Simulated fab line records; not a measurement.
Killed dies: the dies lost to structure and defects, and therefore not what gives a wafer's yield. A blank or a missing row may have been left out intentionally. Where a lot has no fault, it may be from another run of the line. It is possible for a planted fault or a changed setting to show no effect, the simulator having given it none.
8D (eight disciplines) problem report, filled in by code    flow nand harc    the parts of the form that need people (team, actions taken, sign-off) are left out

## 1. WHAT IS WRONG
Wafers without a fault read 5.9, standard deviation 2.9; raw defect count at NHARC_P_GATE_INSPECT_28 reads a mean of 35.7 on 6 wafers belonging to 2 lots. Relative to the usual mean, that is a shift of +10 standard deviations.
The first sign was on wafer L564.3 at day 9 17:34, on defect inspect-01. Wafers with a number at this step in the record: 36, from 12 lots. Rule for "out", or "out of limits": more than 4 standard deviations from the usual mean. The other wafers with a number count as sound.

## 2. WHAT THIS IS AND IS NOT
question                     is                      is not
which readings at this step  raw defect count        -
which lots                   L563, L564              L543, L544, L545, L548, L551, L552, L553, L554, L557, L566
which wafers of those lots   all that have a number  -
read on which gauges         defect inspect-01       defect inspect-02
when                         from day 9 17:34        up to then (27 sound wafers); but 3 sound wafers of L566 came after

## 3. THE SUSPECTS, EACH WITH WHAT RULES IT OUT
Counting: a tool at any process step up to the reading remains a suspect when it ran all the lots that are out and ran no sound lot after the first of those.
- the gauge at NHARC_P_GATE_INSPECT_28 is ruled out. All the wafers that are out were read on defect inspect-01, but those of them that NHARC_END_SORT_01 has rows for are out there too, on other tools.
- furnace-01 at NHARC_P_GATE_OXIDE_02 (material SiO2, target thk 37.5 nm, ox time 365 s): kept. Every lot that is out went through it, starting with L563 (day 8 22:35), and after that it ran no sound lot; the last sound lot it ran before then is L543 (day 3 22:51).
Left after counting: furnace-01 at NHARC_P_GATE_OXIDE_02.

## 4. THE CAUSE (what the simulator had put in)
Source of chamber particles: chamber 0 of furnace-01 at NHARC_P_GATE_OXIDE_02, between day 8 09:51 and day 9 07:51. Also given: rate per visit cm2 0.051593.
Counting left only this tool.

## 5. THE CHAIN OF EFFECTS, in route order
Each row: a reading where the mean over the struck wafers with a number is more than 3 standard deviations away from the usual. Readings are gone through only where the record gives a usual standard deviation; hours: the median, over the lots, of the time from a lot's start at the first step in this table giving one to that lot's start at this step; sigmas: the change measured in usual standard deviations.
hours  step                     reading              usual  on struck wafers  change  sigmas
0      NHARC_P_GATE_INSPECT_28  raw defect count     5.9    35.7              +29.8   +10
359    NHARC_END_SORT_01        killed at periphery  2.7    30.8              +28.1   +15
359    NHARC_END_SORT_01        killed dies          32     70                +38     +3.1

## 6. WHAT WOULD HAVE CAUGHT IT SOONER
In this record the first reading out of limits at a measuring or inspecting step was taken at day 9 17:34, 32 hours after the fault began at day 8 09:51.
Lots out: 2; all had begun NHARC_P_GATE_OXIDE_02 on furnace-01 by day 9 17:34. Holding the tool at that point would not have protected any of them.
